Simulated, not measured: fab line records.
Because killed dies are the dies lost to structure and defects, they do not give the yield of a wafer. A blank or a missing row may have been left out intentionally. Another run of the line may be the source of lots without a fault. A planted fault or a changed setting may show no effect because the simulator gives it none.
Which of the tools did it? | flow nand harc | 21 lots, 63 wafers sampled, at 3 steps of a route of 1159

## WHAT THE GAUGES READ, wafer by wafer
NHARC_P_CONTACT_CD_MEAS_19. Usual: cd nm 89.1 nm, standard deviation 1.1.
lot  | measured     | on        | cd nm (nm)     | flag
L074 | day 5 09:25  | cd sem-03 | 89.9 89.8 88.2 |
L076 | day 6 00:17  | cd sem-03 | 88.4 86.6 87.6 |
L075 | day 5 23:24  | cd sem-02 | 90.8 90.7 90.5 |
L078 | day 6 13:35  | cd sem-03 | 88.9 88.6 88.8 |
L077 | day 6 13:53  | cd sem-03 | 87.5 89.5 88.3 |
L079 | day 7 00:55  | cd sem-01 | 87.3 89.1 87.8 |
L081 | day 7 05:49  | cd sem-02 | 90.7 88.7 89.6 |
L080 | day 7 06:37  | cd sem-03 | 90.7 90.6 89.3 |
L083 | day 7 17:01  | cd sem-02 | 89.1 89.8 90.0 |
L082 | day 7 17:22  | cd sem-03 | 89.5 87.3 87.7 |
L085 | day 8 17:02  | cd sem-01 | 88.9 88.7 88.4 |
L087 | day 9 01:42  | cd sem-03 | 88.4 87.2 90.6 |
L084 | day 9 04:14  | cd sem-03 | 89.7 87.4 89.6 |
L088 | day 9 12:24  | cd sem-01 | 87.6 88.0 90.2 |
L089 | day 9 10:14  | cd sem-03 | 88.5 87.7 89.0 |
L090 | day 9 23:41  | cd sem-03 | 91.2 89.9 88.6 |
L093 | day 10 06:44 | cd sem-02 | 89.2 88.5 89.8 |
L091 | day 10 07:52 | cd sem-01 | 89.0 88.6 88.3 |
L094 | day 10 07:32 | cd sem-01 | 89.6 89.2 89.1 |
L092 | day 10 12:50 | cd sem-02 | 88.6 90.8 87.3 |
L096 | day 10 23:50 | cd sem-02 | 90.7 89.1 89.1 |

## EACH LOT AND THE TOOL THAT RAN IT (in order: tool; ch and the chambers of the sampled wafers; start)
lot  | NHARC_P_GATE_ETCH_114                         | NHARC_P_CONTACT_ETCH_36
L074 | rie diel-11 ch 2,3, day 5 09:25 or earlier    | rie diel-05 ch 1,2, day 5 09:25 or earlier
L076 | rie diel-02 ch 0,1,3, day 6 00:17 or earlier  | rie diel-13 ch 0,1,2, day 6 00:17 or earlier
L075 | rie diel-02 ch 1,2, day 5 23:24 or earlier    | rie diel-05 ch 0,1, day 5 23:24 or earlier
L078 | rie diel-11 ch 1,2,3, day 6 13:35 or earlier  | rie diel-05 ch 2,3, day 6 13:35 or earlier
L077 | rie diel-12 ch 1,2, day 6 13:53 or earlier    | rie diel-13 ch 0,2, day 6 13:53 or earlier
L079 | rie diel-11 ch 1,2,3, day 7 00:55 or earlier  | rie diel-13 ch 0,2,3, day 7 00:55 or earlier
L081 | rie diel-11 ch 0,3, day 7 05:49 or earlier    | rie diel-13 ch 0,2,3, day 7 05:49 or earlier
L080 | rie diel-12 ch 0,2,3, day 7 06:37 or earlier  | rie diel-05 ch 1,2,3, day 7 06:37 or earlier
L083 | rie diel-11 ch 1,2,3, day 7 17:01 or earlier  | rie diel-05 ch 0,1,2, day 7 17:01 or earlier
L082 | rie diel-02 ch 1,2,3, day 7 17:22 or earlier  | rie diel-13 ch 2,3, day 7 17:22 or earlier
L085 | rie diel-12 ch 1,2,3, day 8 17:02 or earlier  | rie diel-13 ch 1,2,3, day 8 17:02 or earlier
L087 | rie diel-02 ch 1,2, day 9 01:42 or earlier    | rie diel-13 ch 1,3, day 9 01:42 or earlier
L084 | rie diel-11 ch 0,2,3, day 9 04:14 or earlier  | rie diel-13 ch 1,2,3, day 9 04:14 or earlier
L088 | rie diel-11 ch 0,2,3, day 9 12:24 or earlier  | rie diel-05 ch 0,3, day 9 12:24 or earlier
L089 | rie diel-02 ch 1,2, day 9 10:14 or earlier    | rie diel-05 ch 0,1, day 9 10:14 or earlier
L090 | rie diel-02 ch 0,2,3, day 9 23:41 or earlier  | rie diel-04 ch 0,1,2, day 9 23:41 or earlier
L093 | rie diel-02 ch 0,1,3, day 10 06:44 or earlier | rie diel-05 ch 1,2,3, day 10 06:44 or earlier
L091 | rie diel-12 ch 1,2,3, day 10 07:52 or earlier | rie diel-05 ch 1,2,3, day 10 07:52 or earlier
L094 | rie diel-02 ch 1,3, day 10 07:32 or earlier   | rie diel-13 ch 0,1,3, day 10 07:32 or earlier
L092 | rie diel-11 ch 1,2,3, day 10 12:50 or earlier | rie diel-05 ch 0,1,2, day 10 12:50 or earlier
L096 | rie diel-02 ch 0,1,2, day 10 23:50 or earlier | rie diel-05 ch 0,1,3, day 10 23:50 or earlier
- NHARC_P_GATE_ETCH_114: etches the open film in CF4/O2, target depth 30 nm, overetch 3 nm, time 16.5 s.
- NHARC_P_CONTACT_ETCH_36: etches the open film in N2/H2, target depth 260 nm, time 406.25 s.

## WHAT THE TOOLS THEMSELVES READ (means of the sampled wafers that have a number; where no wafer has one, the mark that the record gives instead)
NHARC_P_GATE_ETCH_114. Usual: chamber pressure mTorr 30.001 mTorr, standard deviation 0.024; drypump motor current A 5.6 A, standard deviation 0.53; oes product au 1.001 a.u., standard deviation 0.0083; rf vpp V 198.0 V, standard deviation 1.6; showerhead plenum p Torr 1.35 Torr, standard deviation 0.065; throttle valve pct 13.398 %, standard deviation 0.0091.
lot  | tool        | chamber pressure mTorr (mTorr) | drypump motor current A (A) | oes product au (a.u.) | rf vpp V (V) | showerhead plenum p Torr (Torr) | throttle valve pct (%) | flag
L074 | rie diel-11 | 29.999                         | 5.2                         | 1.009                 | 199.8        | 1.43                            | 13.395                 |
L076 | rie diel-02 | 29.995                         | 5.7                         | 1.003                 | 199.1        | 1.40                            | 13.399                 |
L075 | rie diel-02 | 30.032                         | 5.3                         | 1.002                 | 198.3        | 1.30                            | 13.401                 |
L078 | rie diel-11 | 30.011                         | 5.7                         | 0.998                 | 198.8        | 1.38                            | 13.403                 |
L077 | rie diel-12 | 29.991                         | 5.5                         | 1.002                 | 196.6        | 1.33                            | 13.401                 |
L079 | rie diel-11 | 30.012                         | 5.7                         | 1.008                 | 198.2        | 1.38                            | 13.397                 |
L081 | rie diel-11 | 30.018                         | 5.6                         | 1.008                 | 198.5        | 1.38                            | 13.402                 |
L080 | rie diel-12 | 29.998                         | 5.8                         | 1.002                 | 198.3        | 1.36                            | 13.397                 |
L083 | rie diel-11 | 29.991                         | 5.7                         | 1.004                 | 198.6        | 1.38                            | 13.396                 |
L082 | rie diel-02 | 30.015                         | 5.4                         | 1.009                 | 197.4        | 1.34                            | 13.401                 |
L085 | rie diel-12 | 30.007                         | 5.6                         | 0.991                 | 196.8        | 1.34                            | 13.395                 |
L087 | rie diel-02 | 30.005                         | 5.1                         | 0.996                 | 198.0        | 1.33                            | 13.396                 |
L084 | rie diel-11 | 30.029                         | 5.3                         | 1.006                 | 198.0        | 1.36                            | 13.392                 |
L088 | rie diel-11 | 29.990                         | 5.3                         | 1.013                 | 199.2        | 1.36                            | 13.397                 |
L089 | rie diel-02 | 29.990                         | 5.3                         | 1.000                 | 196.9        | 1.29                            | 13.400                 |
L090 | rie diel-02 | 30.005                         | 5.9                         | 1.006                 | 198.9        | 1.36                            | 13.403                 |
L093 | rie diel-02 | 30.016                         | 5.7                         | 0.996                 | 198.5        | 1.40                            | 13.394                 |
L091 | rie diel-12 | 30.013                         | 5.6                         | 0.995                 | 196.8        | 1.33                            | 13.393                 |
L094 | rie diel-02 | 30.000                         | 5.2                         | 0.996                 | 198.9        | 1.38                            | 13.395                 |
L092 | rie diel-11 | 29.987                         | 5.7                         | 1.002                 | 199.1        | 1.37                            | 13.398                 |
L096 | rie diel-02 | 29.967                         | 5.6                         | 0.996                 | 197.5        | 1.35                            | 13.405                 |

NHARC_P_CONTACT_ETCH_36. Usual: chamber pressure mTorr 30.001 mTorr, standard deviation 0.026; drypump motor current A 5.9 A, standard deviation 0.43; oes product au 1.000 a.u., standard deviation 0.0073; rf vpp V 430.3 V, standard deviation 2.8; showerhead plenum p Torr 2.03 Torr, standard deviation 0.098; throttle valve pct 14.171 %, standard deviation 0.0095.
lot  | tool        | chamber pressure mTorr (mTorr) | drypump motor current A (A) | oes product au (a.u.) | rf vpp V (V) | showerhead plenum p Torr (Torr) | throttle valve pct (%) | flag
L074 | rie diel-05 | 29.999                         | 6.1                         | 0.995                 | 428.6        | 2.01                            | 14.167                 |
L076 | rie diel-13 | 29.999                         | 6.0                         | 1.002                 | 431.8        | 2.08                            | 14.169                 |
L075 | rie diel-05 | 30.014                         | 5.9                         | 0.998                 | 429.0        | 1.97                            | 14.167                 |
L078 | rie diel-05 | 29.999                         | 6.3                         | 1.005                 | 431.8        | 2.10                            | 14.162                 |
L077 | rie diel-13 | 29.977                         | 6.2                         | 1.001                 | 431.4        | 2.10                            | 14.176                 |
L079 | rie diel-13 | 30.000                         | 5.8                         | 0.993                 | 431.0        | 2.04                            | 14.169                 |
L081 | rie diel-13 | 29.988                         | 5.8                         | 1.003                 | 429.4        | 2.04                            | 14.173                 |
L080 | rie diel-05 | 30.006                         | 6.1                         | 0.998                 | 429.8        | 2.03                            | 14.176                 |
L083 | rie diel-05 | 29.991                         | 6.0                         | 0.992                 | 428.8        | 1.99                            | 14.179                 |
L082 | rie diel-13 | 30.019                         | 5.3                         | 0.988                 | 429.7        | 1.97                            | 14.168                 |
L085 | rie diel-13 | 29.993                         | 5.5                         | 1.005                 | 429.4        | 2.02                            | 14.176                 |
L087 | rie diel-13 | 30.004                         | 5.5                         | 1.005                 | 431.7        | 2.09                            | 14.175                 |
L084 | rie diel-13 | 30.004                         | 5.5                         | 0.999                 | 429.6        | 2.02                            | 14.162                 |
L088 | rie diel-05 | 29.997                         | 6.2                         | 0.996                 | 431.5        | 2.08                            | 14.176                 |
L089 | rie diel-05 | 30.027                         | 5.9                         | 0.994                 | 427.4        | 1.93                            | 14.174                 |
L090 | rie diel-04 | 29.986                         | 5.6                         | 1.001                 | 428.4        | 1.96                            | 14.170                 |
L093 | rie diel-05 | 29.997                         | 6.2                         | 1.006                 | 430.2        | 2.03                            | 14.166                 |
L091 | rie diel-05 | 29.997                         | 6.1                         | 0.994                 | 429.1        | 2.03                            | 14.167                 |
L094 | rie diel-13 | 29.995                         | 5.8                         | 1.007                 | 432.2        | 2.10                            | 14.183                 |
L092 | rie diel-05 | 29.982                         | 6.0                         | 1.009                 | 429.7        | 1.99                            | 14.173                 |
L096 | rie diel-05 | 30.007                         | 6.0                         | 0.998                 | 429.2        | 2.01                            | 14.167                 |

## THE ANSWER, worked out from the rows above alone
Rule: lot off if the mean of its wafers having a number is beyond 3 standard deviations from the usual mean. A lot without any number at a reading at which 4 lots or more have one is off too. All remaining lots with rows at the step are treated as sound. After the gauges, taken in route order, come the tools' own readings; for these a lot's mean is taken, as printed above. At the first step where some lot is off, the reading lying furthest off is the one used; lots without a number count as furthest.
None of the lots is off at any reading shown; this tells nothing.

## WHAT THE SIMULATOR HAD PUT IN
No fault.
